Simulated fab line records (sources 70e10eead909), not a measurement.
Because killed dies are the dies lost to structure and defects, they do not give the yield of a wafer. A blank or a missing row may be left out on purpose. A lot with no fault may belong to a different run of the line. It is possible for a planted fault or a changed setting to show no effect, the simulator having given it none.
Which of the tools did it?	flow nandHarc	12 lots with 36 wafers sampled at 3 steps, on a route of 1302 steps

WHAT EACH GAUGE READ, for each wafer
NHARC_A_SOURCE_PLATE_THK_MEAS_09: measures by ellipsometry.
lot	measured	on	thkNm (nm)
L075	day 7 15:17	filmMetro-02	9.9 8.5 9.3
L077	day 8 07:03	filmMetro-02	10.1 8.6 9.8
L079	day 9 05:32	filmMetro-02	10.5 7.5 9.8
L081	day 10 11:14	filmMetro-01	12.0 11.4 8.8
L083	day 11 02:31	filmMetro-01	11.0 10.2 8.9
L085	day 11 18:21	filmMetro-02	9.6 11.2 8.8
L087	day 12 16:59	filmMetro-02	9.5 10.4 9.4
L089	day 13 13:22	filmMetro-02	10.0 6.6 8.8
L091	day 14 01:56	filmMetro-01	9.3 9.9 7.2
L094	day 15 06:50	filmMetro-01	9.8 10.5 9.0
L095	day 15 18:59	filmMetro-02	9.8 10.4 10.2
L096	day 17 01:31	filmMetro-01	8.3 8.8 9.8

WHICH TOOL RAN EACH LOT (tool, then ch and the chambers of the sampled wafers, then the start)
lot	NHARC_P_BONDPAD_CMP_19	NHARC_A_ZERO_WELL_ETCH_13
L075	cmp-04 ch 0,2,3, day 7 04:35	rieSi-01 ch 0,1,2, day 7 06:49
L077	cmp-01 ch 1,2, day 7 20:28	rieSi-01 ch 0,1,3, day 7 22:42
L079	cmp-03 ch 0,1,2, day 8 19:31	rieSi-04 ch 0,1, day 8 21:38
L081	cmp-04 ch 2,3, day 9 21:05	rieSi-04 ch 0,1, day 9 23:16
L083	cmp-03 ch 0,3, day 10 16:28	rieSi-01 ch 0,1,2, day 10 18:36
L085	cmp-01 ch 0,2,3, day 11 07:53	rieSi-04 ch 0,1, day 11 10:04
L087	cmp-01 ch 1,2, day 12 06:52	rieSi-01 ch 0,2,3, day 12 09:04
L089	cmp-01 ch 0,2,3, day 13 02:40	rieSi-06 ch 0,1,2, day 13 04:55
L091	cmp-04 ch 0,2,3, day 13 15:49	rieSi-06 ch 0,1,2, day 13 17:53
L094	cmp-03 ch 0,1,2, day 14 19:07	rieSi-06 ch 0,2,3, day 14 21:12
L095	cmp-01 ch 0,1,3, day 15 08:23	rieSi-01 ch 1,2,3, day 15 10:35
L096	cmp-04 ch 1,3, day 16 15:20	rieSi-04 ch 1,2,3, day 16 17:32
- NHARC_P_BONDPAD_CMP_19: polishes, t overpolish 30 s, cu recess touch 16 s, target thk 160.81 nm.
- NHARC_A_ZERO_WELL_ETCH_13: etches the open film in HBr/Cl2, target depth 120 nm, time 40.1 s.

THE ANSWER, worked out from the rows above alone
Rule: the lots themselves supply what counts as usual. The widest of any qualifying gaps counts: lots, ordered by their means at a reading, are off when they make up no more than a third of the lots, leave a main group of 4 or more, and stand apart from it by 3 or more times the standard deviation of that group's means. A main group is skipped when, at the precision printed for the reading in the tables above, its means are all equal. A lot without any number at a reading at which 4 lots or more have one is off too. Where the step has rows for the other lots, those lots are counted as sound.
Nothing can be told from this: no lot is off at any reading shown.

WHAT THE SIMULATOR PUT IN
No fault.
